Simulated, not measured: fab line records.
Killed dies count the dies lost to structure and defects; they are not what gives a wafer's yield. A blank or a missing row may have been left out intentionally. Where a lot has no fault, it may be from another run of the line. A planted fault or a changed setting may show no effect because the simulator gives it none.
fab line records | flow nand_harc
[record] lots = 12 wafers = 36 last_day = 33
route steps=1302 shown P_STI@90 P_GATE@131
lots untouched by any fault: they come from a run of this same line in which no faults occurred
start_h: the number of hours between the record's first day and the start of the first shown wafer of the lot | wait_h: hours from the lot's prior step to this one | " the same as in the row above | L1.1+2: one row covering several wafers at once | - either no value or no given start | * or withheld: withheld | < > ~ a bound
route shown NAME@n: NAME is a module with steps in the file, n the number in the route of the first one | usual: mean/standard deviation of fault-free wafers | same: alike in all rows | chamber/n: place in a boat | sites: per-site readings | _std_site: how widely they spread, as a standard deviation | _edge_site: outer sites' mean less inner sites' | radius_mm: how far each site lies from the wafer's centre | mask NAME#n: copy n | behind: the tool/chamber that last shaped the wafer | hold: what put the lot on hold/how long, in hours/how the hold closed | device: whichever transistor did not switch (one of n, p or np) | end of line: the route-end tests of the same wafers | for a step that has no rows: nothing shown but its recipe | killed: dies lost to structure and defects at the first sort, not the wafer's yield | map: a wafer's dies, x killed, . not, _ none there
set.NAME: setting as actually run; set.NAME@STEP: the setting as run at that earlier step | model.NAME: the simulator's own value behind a step, which no gauge read
a sample of lots followed through the steps of the route, with each step as a table and each wafer as a row
services: a tool's chamber out of use, with start hour (start_h, from the record's first day; less than 0 if before it), hours out, and reason
[[steps]]
[step NHARC_P_STI_ETCH_15]
[recipe] target_depth_a = 3000 taper_deg = 4 time_s = 100.1 hbr_flow_sccm = 150 cl2_flow_sccm = 50 rf_w = 400 icp_w = 400 bias_w = 100 chemistry = HBr/Cl2
[usual] drypump_motor_current_A = 5.5/0.41 oes_product_au = 0.997/0.0085 throttle_valve_pct = 26.405/0.0091
// columns lot.wafer tool chamber start_h wait_h drypump_motor_current_A oes_product_au rf_hours_counter_h throttle_valve_pct
L481.1 rie_si-03 3 39.46 - 6.0 0.996 0.06 26.409
L481.3 " 2 " " 5.5 1.001 0.08 26.407
L481.5 " 3 " " 6.0 0.990 - 26.410
L482.3 rie_si-01 3 48.43 - 5.3 1.004 0.35 26.416
L482.6 " 0 " " 5.7 0.995 - 26.408
L482.5 " 1 " " 4.9 1.000 - 26.397
L484.1 rie_si-04 0 69.42 - 5.3 0.992 0.52 26.399
L484.3 " 1 " " 5.8 1.005 0.51 26.409
L484.6 " 3 " " 5.6 1.004 - 26.411
L486.4 rie_si-04 0 93.14 - 5.3 0.998 0.74 26.405
L486.1 " 2 " " 5.0 0.999 0.59 26.418
L486.6 " 0 " " 5.3 0.986 - 26.417
L487.3 rie_si-01 3 98.29 - 5.3 0.998 0.60 26.404
L487.2 " 0 " " 5.8 0.990 0.75 26.400
L487.4 " 2 " " 5.1 1.001 0.62 26.403
L488.1 rie_si-03 2 115.28 - 5.5 1.007 0.48 26.386
L488.2 " 0 " " 6.3 0.997 0.51 26.416
L488.6 " 2 " " 5.5 1.004 - 26.410
L491.2 rie_si-04 1 138.93 - 5.8 0.997 1.01 26.410
L491.1 " 2 " " 5.0 1.008 0.89 26.417
L491.6 " 1 " " 5.8 1.013 - 26.408
L496.1 rie_si-04 2 191.88 - 5.0 1.007 0.33 26.416
L496.5 " 0 " " 5.3 0.995 - 26.413
L496.6 " 1 " " 5.8 0.991 - 26.409
L497.1 rie_si-04 0 201.47 - 5.3 0.999 0.43 26.408
L497.2 " 1 " " 5.8 0.997 0.49 26.404
L497.5 " 1 " " 5.8 1.000 - 26.399
L498.2 rie_si-01 0 211.75 - 5.7 1.000 0.27 26.414
L498.5 " 1 " " 5.0 1.010 - 26.413
L498.6 " 2 " " 5.1 0.998 - 26.401
L501.3 rie_si-03 0 240.84 - 6.4 0.978 0.22 26.418
L501.1 " 2 " " 5.5 0.989 0.18 26.399
L501.4 " 3 " " 6.0 0.984 0.20 26.394
L502.3 rie_si-03 3 248.86 - 6.0 0.982 0.26 26.410
L502.1 " 1 " " 5.5 0.993 0.32 26.405
L502.6 " 3 " " 6.0 0.996 - 26.418
[step NHARC_P_GATE_HM_DEP_102]
[recipe] target_thk_a = 1200 temp_c = 400 material = aC
[usual] throttle_valve_pct = 34.999/0.0096
// columns lot.wafer tool chamber start_h wait_h throttle_valve_pct
L481.1 acl_dep-02 0 91.51 2.5 34.999
L481.3 " 0 " " 35.001
L481.5 " 0 " " 34.992
L482.3 acl_dep-02 0 96.03 1.4 35.002
L482.5 " 0 " " 34.988
L482.6 " 0 " " 35.011
L484.1 acl_dep-01 0 126.48 2.2 34.990
L484.3 " 0 " " 35.024
L484.6 " 0 " " 35.000
L486.1 acl_dep-02 0 148.68 0.4 34.982
L486.4 " 0 " " 35.012
L486.6 " 0 " " 34.984
L487.2 acl_dep-01 0 148.79 0.5 35.010
L487.3 " 0 " " 35.002
L487.4 " 0 " " 35.008
L488.1 acl_dep-02 0 166.99 1.9 34.995
L488.2 " 0 " " 35.008
L488.6 " 0 " " 34.991
L491.1 acl_dep-01 0 187.29 1.9 35.012
L491.2 " 0 " " 34.982
L491.6 " 0 " " 34.990
L496.1 acl_dep-02 0 243.23 0.4 35.015
L496.5 " 0 " " 34.991
L496.6 " 0 " " 35.005
L497.1 acl_dep-01 0 255.28 0.4 34.991
L497.2 " 0 " " 35.012
L497.5 " 0 " " 34.991
L498.2 acl_dep-03 0 260.05 0.7 34.995
L498.5 " 0 " " 34.980
L498.6 " 0 " " 34.991
L501.1 acl_dep-01 0 291.61 0.4 34.999
L501.3 " 0 " " 34.994
L501.4 " 0 " " 34.997
L502.1 acl_dep-02 0 297.96 0.4 34.993
L502.3 " 0 " " 35.001
L502.6 " 0 " " 34.993
[step NHARC_P_GATE_PEB_24]
[recipe] peb_temp_c = 100 peb_time_s = 65
// columns lot.wafer tool chamber start_h wait_h
L481.1+3+5 litho_track-06 0 92.77 0.1
L482.3+5+6 litho_track-04 0 96.96 0.0
L484.1+3+6 litho_track-06 0 127.63 0.1
L487.2+3+4 litho_track-01 0 149.95 0.1
L486.1+4+6 litho_track-01 0 150.10 0.1
L488.1+2+6 litho_track-01 0 168.25 0.1
L491.1+2+6 litho_track-01 0 188.43 0.1
L496.1+5+6 litho_track-06 0 244.66 0.1
L497.1+2+5 litho_track-01 0 256.55 0.1
L498.2+5+6 litho_track-04 0 261.23 0.1
L501.1+3+4 litho_track-04 0 292.75 0.1
L502.1+3+6 litho_track-01 0 299.10 0.1
[step NHARC_P_GATE_CD_MEAS_26]
[recipe] target_cd_nm = 120 landing_energy_ev = 500
[usual] cd_nm = 119.8/0.53
// columns lot.wafer tool chamber start_h wait_h cd_nm
L481.1 cd_sem-01 0 92.85 - 119.9
L481.3 " 0 " " 119.9
L481.5 " 0 " " 119.8
L482.3 cd_sem-03 0 97.04 - 119.7
L482.5 " 0 " " 120.0
L482.6 " 0 " " 119.8
L484.1 cd_sem-01 0 127.71 - 119.2
L484.3 " 0 " " 118.7
L484.6 " 0 " " 119.7
L487.2 cd_sem-03 0 150.03 - 120.5
L487.3 " 0 " " 120.2
L487.4 " 0 " " 120.1
L486.1 cd_sem-03 0 150.18 - 119.4
L486.4 " 0 " " 120.4
L486.6 " 0 " " 119.9
L488.1 cd_sem-01 0 168.33 - 110.8
L488.2 " 0 " " 120.0
L488.6 " 0 " " 119.5
L491.1 cd_sem-03 0 188.51 - 111.1
L491.2 " 0 " " 119.4
L491.6 " 0 " " 119.2
L496.1 cd_sem-03 0 244.74 - 120.5
L496.5 " 0 " " 120.9
L496.6 " 0 " " 121.3
L497.1 cd_sem-01 0 256.63 - 120.2
L497.2 " 0 " " 119.9
L497.5 " 0 " " 119.8
L498.2 cd_sem-02 0 261.31 - 119.2
L498.5 " 0 " " 119.6
L498.6 " 0 " " 120.1
L501.1 cd_sem-02 0 292.83 - 119.2
L501.3 " 0 " " 119.2
L501.4 " 0 " " 119.5
L502.1 cd_sem-03 0 299.18 - 120.1
L502.3 " 0 " " 119.9
L502.6 " 0 " " 120.4
[step NHARC_P_GATE_STRIP_101]
[recipe] time_s = 20 o2_flow_sccm = 500 ar_flow_sccm = 0 bias_w = 0 chemistry = O2
[usual] drypump_motor_current_A = 5.9/0.46 oes_product_au = 1.000/0.007 rf_vpp_V = 57.9/0.91 showerhead_plenum_p_Torr = 3.58/0.13 throttle_valve_pct = 17.036/0.01
// columns lot.wafer tool chamber start_h wait_h drypump_motor_current_A oes_product_au rf_hours_counter_h rf_vpp_V showerhead_plenum_p_Torr throttle_valve_pct
L481.3 rie_diel-10 0 105.94 0.1 6.2 1.000 3.6 56.8 3.71 17.030
L481.1 " 1 " " 5.0 0.990 4.0 59.6 3.51 17.035
L481.5 " 3 " " 5.8 0.997 - 58.4 3.78 17.047
L482.3 rie_diel-10 1 108.11 0.1 5.0 0.998 4.1 56.0 3.51 17.027
L482.6 " 1 " " 5.0 0.999 - 57.2 3.51 17.017
L482.5 " 2 " " 6.1 1.008 - 58.1 3.39 17.051
L484.1 rie_diel-12 2 141.08 0.1 5.8 0.996 2.6 56.7 3.62 17.035
L484.3 " 1 " " 5.7 1.018 2.6 57.6 3.44 17.038
L484.6 " 2 " " 5.8 1.002 - 58.7 3.62 17.015
L487.2 rie_diel-10 1 161.12 0.1 5.0 0.994 7.1 59.0 3.51 17.024
L487.4 " 2 " " 6.1 1.010 6.3 57.1 3.39 17.050
L487.3 " 3 " " 5.8 0.996 5.8 58.4 3.77 17.050
L486.4 rie_diel-06 0 161.19 0.1 5.8 1.003 5.3 57.7 3.53 17.061
L486.1 " 2 " " 6.4 1.004 4.0 57.8 3.77 17.013
L486.6 " 3 " " 5.6 1.001 - 58.4 3.60 17.045
L488.2 rie_diel-12 0 179.38 0.1 6.6 1.016 5.2 56.8 3.46 17.056
L488.1 " 1 " " 5.6 1.002 4.7 57.3 3.44 17.052
L488.6 " 0 " " 6.6 1.008 - 57.2 3.46 17.012
L491.1 rie_diel-12 2 199.59 0.1 5.8 0.997 5.8 58.9 3.62 17.024
L491.2 " 3 " " 6.3 0.993 6.4 58.6 3.57 17.057
L491.6 " 1 " " 5.7 1.012 - 57.6 3.44 17.045
L496.1 rie_diel-10 0 255.99 0.1 6.2 1.003 0.5 59.6 3.70 17.038
L496.5 " 1 " " 5.0 0.994 - 58.3 3.51 17.025
L496.6 " 2 " " 6.1 1.004 - 55.7 3.39 17.042
L497.1 rie_diel-10 2 267.66 0.1 6.1 0.998 1.9 58.1 3.39 17.036
L497.2 " 0 " " 6.2 1.007 1.7 58.7 3.70 17.035
L497.5 " 0 " " 6.2 1.003 - 58.8 3.70 17.034
L498.2 rie_diel-12 1 272.87 0.1 5.7 1.002 1.9 57.4 3.44 17.030
L498.5 " 1 " " 5.6 1.002 - 57.5 3.44 17.030
L498.6 " 2 " " 5.8 0.992 - 57.9 3.61 17.029
L501.3 rie_diel-10 1 303.88 0.1 5.0 0.990 4.0 58.1 3.51 17.026
L501.1 " 2 " " 6.1 0.994 4.6 57.8 3.38 17.038
L501.4 " 3 " " 5.8 0.992 4.7 58.7 3.77 17.033
L502.3 rie_diel-10 1 310.22 0.1 5.0 0.992 4.5 57.9 3.51 17.024
L502.1 " 2 " " 6.1 1.001 5.5 57.6 3.38 17.049
L502.6 " 1 " " 5.0 0.989 - 57.2 3.51 17.038
[[services]]
// columns tool chamber start_h hours kind
rie_si-03 - 20.00 9.0 pm
rie_si-04 2 34.25 6.9 repair
acl_dep-02 - 36.15 13.0 pm
rie_diel-10 - 41.81 9.0 pm
rie_diel-12 - 67.40 9.0 pm
litho_track-01 - 131.00 7.0 pm
rie_diel-10 3 133.18 8.8 repair
rie_si-03 - 139.44 0.2 repair
rie_si-04 - 141.00 9.0 pm
litho_track-06 - 155.00 7.0 pm
rie_si-03 - 161.66 0.8 repair
acl_dep-01 - 165.32 13.0 pm
rie_si-03 - 172.76 0.4 repair
rie_si-03 2 186.77 6.0 repair
rie_si-03 - 197.00 9.0 pm
acl_dep-02 - 217.49 13.0 pm
rie_si-04 3 217.56 13.2 repair
rie_diel-10 - 218.81 9.0 pm
rie_diel-12 - 244.40 9.0 pm
rie_si-04 - 264.32 0.3 repair
rie_diel-12 0 274.54 6.6 repair
rie_si-03 1 305.55 12.7 repair
litho_track-01 - 306.00 7.0 pm
rie_diel-10 3 307.66 5.8 repair
[[key]]
[first_sign] step = NHARC_P_GATE_CD_MEAS_26 reading = cd_nm direction = down sigmas = 17 usual = 119.8 struck = 111.0
effect none on later readings
met_at NHARC_P_GATE_PEB_24
struck_lots L488,L491
struck_wafers L488.1,L491.1
tester_left_out L488,L491
not_acting_at NHARC_P_STI_ETCH_15,NHARC_P_GATE_HM_DEP_102,NHARC_P_GATE_STRIP_101
onset_between 150.10 168.25
[fault] kind = process_parameter_drift tool = litho_track-01 chamber = - onset_h = 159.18 steps = NHARC_P_GATE_PEB_24 channel = peb_time_s offset = * shape = step end_h = 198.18 scope = struck_wafers_only acts_in = * stated = *
// tester_left_out: of these lots the tester's yield and bins aren't shown, on N5 and GAA mostly nor the transistor test; their killed dies are dies lost to structure and defects alone, not to doping, threshold or leakage, so they don't give the yield
